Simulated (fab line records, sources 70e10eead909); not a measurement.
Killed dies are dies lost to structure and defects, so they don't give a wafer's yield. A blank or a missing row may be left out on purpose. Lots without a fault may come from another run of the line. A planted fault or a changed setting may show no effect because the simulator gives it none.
A struck lot beside a sound one | flow nand_harc | 24 steps out of a route of 1302
Sound: wafers L102.2, L102.4, L102.5. Struck: wafer L117.4. (L117.1, L117.6 of the same lot were not struck and are left out.) The cause comes at the end.
At each step with rows: each side's tool, then ch and its chambers, then its first start. Under that, the readings that differ: sound wafers | struck wafers | difference of the means | sigmas: that difference in standard deviations of wafers without a fault.
alike: readings whose means differ by less than 2 such deviations, and words and numbers that are the same on both sides. not compared: withheld readings, readings that some wafer has no value for, bounds like >300 that may hide the same value, and numbers for which the record gives no deviation and whose values overlap.
The two part at a step that has a row with sigmas, a row that says differs or no value, or rows on one side only. Numbers that don't overlap but have no deviation are shown without sigmas and don't part them. A reading that every wafer of one side lacks parts them only if that side has two wafers or more.

NHARC_P_M0_INSPECT_27:
  sound on defect_inspect-01, day 6 15:24; struck on defect_inspect-01, day 13 02:11
  alike: raw_defect_count
NHARC_P_M0_PRE_CLEAN_31: time 12 s.
  sound on pecvd-04 ch 0,2, day 6 15:50; struck on pecvd-04 ch 2, day 13 02:15
  alike: heater_power_w
NHARC_P_M0_DEP_32: deposits SiCN, target thk 30 nm.
  sound on pecvd-04 ch 0,2, day 6 15:57; struck on pecvd-04 ch 2, day 13 02:20
  alike: heater_power_w
then, 8 steps without rows for these wafers: NHARC_P_M1_DEP_00 (deposits SiOC, target thk 182.5 nm); NHARC_P_M1_DEHYDRATE_01 (time 120 s); NHARC_P_M1_HMDS_02 (time 30 s); NHARC_P_M1_COAT_34 (time 65 s); NHARC_P_M1_COAT_03 (resist thk 90 nm); NHARC_P_M1_SOFTBAKE_04 (time 55 s); NHARC_P_M1_EBR_05; NHARC_P_M1_EXPOSE_06 (exposes mask P M1, target cd 130 nm).
NHARC_P_M1_PEB_07: peb time 65 s.
  sound on litho_track-04 ch 0, day 6 17:14; struck on litho_track-01 ch 0, day 13 03:29
  reading                  | sound             | struck | difference | sigmas
  heater_power_total_W (W) | 156.3 156.2 157.0 | 172.5  | +16.0      | +38
then, 1 step without rows for these wafers: NHARC_P_M1_DEVELOP_08 (develop time 35 s).
NHARC_P_M1_CD_MEAS_09: target cd 130 nm.
  sound on cd_sem-03 ch 0, day 6 17:19; struck on cd_sem-01 ch 0, day 13 03:34
  reading    | sound             | struck | difference | sigmas
  cd_nm (nm) | 131.3 130.2 131.4 | 122.4  | -8.6       | -15
NHARC_P_M1_OVL_MEAS_10: pitch 260 nm.
  sound on overlay-02, day 6 17:25; struck on overlay-02, day 13 03:39
  alike: overlay_x_nm, overlay_y_nm
NHARC_P_M1_INSPECT_11:
  sound on defect_inspect-01, day 6 17:27; struck on defect_inspect-02, day 13 03:41
  alike: raw_defect_count
NHARC_P_M1_DESCUM_14: chemistry O2, time 3 s.
  sound on rie_diel-09 ch 1,2,3, day 6 17:31; struck on rie_diel-09 ch 3, day 13 03:45
  reading               | sound             | struck | difference | sigmas
  model.P_M1.cd_nm (nm) | 131.4 130.7 131.2 | 121.4  | -9.7       |
  alike: drypump_motor_current_A, oes_product_au, rf_vpp_V, showerhead_plenum_p_Torr, throttle_valve_pct
  not compared: rf_hours_counter_h
NHARC_P_M1_ETCH_35: etches the open film in N2/H2, target depth 40 nm, overetch 12 nm, time 43.94 s.
  sound on rie_diel-09 ch 1,2,3, day 6 17:36; struck on rie_diel-09 ch 2, day 13 03:50
  alike: bias_w, drypump_motor_current_A, h2_flow_sccm, oes_product_au, rf_vpp_V, showerhead_plenum_p_Torr, throttle_valve_pct
  not compared: rf_hours_counter_h
NHARC_P_M1_ETCH_15: etches the open film in C4F8/Ar, target depth 182.5 nm, time 91.2 s.
  sound on rie_diel-09 ch 0,1; struck on rie_diel-09 ch 0
  alike: bias_w, oes_product_au, rf_vpp_V
  not compared: rf_hours_counter_h
NHARC_P_M1_CD_MEAS_16:
  sound on cd_sem-01, day 6 17:49; struck on cd_sem-01, day 13 04:03
  reading    | sound             | struck | difference | sigmas
  cd_nm (nm) | 131.9 131.3 131.1 | 121.1  | -10.3      | -13
NHARC_P_M1_STRIP_18: strips in N2/H2.
  sound on rie_diel-09 ch 1,3, day 6 17:55; struck on rie_diel-08 ch 0, day 13 04:11
  reading      | sound          | struck | difference | sigmas
  rf_vpp_V (V) | 91.2 91.6 90.5 | 93.0   | +1.9       | +2
  alike: drypump_motor_current_A, h2_flow_sccm, oes_product_au, showerhead_plenum_p_Torr, throttle_valve_pct
  not compared: rf_hours_counter_h
NHARC_P_M1_ETCH_28: etches the open film in CF4/N2, target depth 30 nm, time 72.99 s.
  sound on rie_diel-09 ch 0,2,3; struck on rie_diel-08 ch 2
  reading               | sound             | struck | difference | sigmas
  oes_product_au (a.u.) | 0.995 1.000 0.979 | 1.022  | +0.031     | +3
  model.P_M1.cd_nm (nm) | 132.2 131.3 131.2 | 120.7  | -10.9      |
  alike: bias_w, drypump_motor_current_A, rf_vpp_V, showerhead_plenum_p_Torr, throttle_valve_pct
  not compared: rf_hours_counter_h
then, 2 steps without rows for these wafers: NHARC_P_M1_STRIP_19 (strips in post etch residue remover, time 600 s); NHARC_END_SORT_01.

WHERE THEY PART
First at NHARC_P_M1_PEB_07; last, within this record, at NHARC_P_M1_ETCH_28.

WHY: what the simulator had put in
Process parameter drift: litho_track-01, from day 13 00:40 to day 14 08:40, at NHARC_P_M1_PEB_07. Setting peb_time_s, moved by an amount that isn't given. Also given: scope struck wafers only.
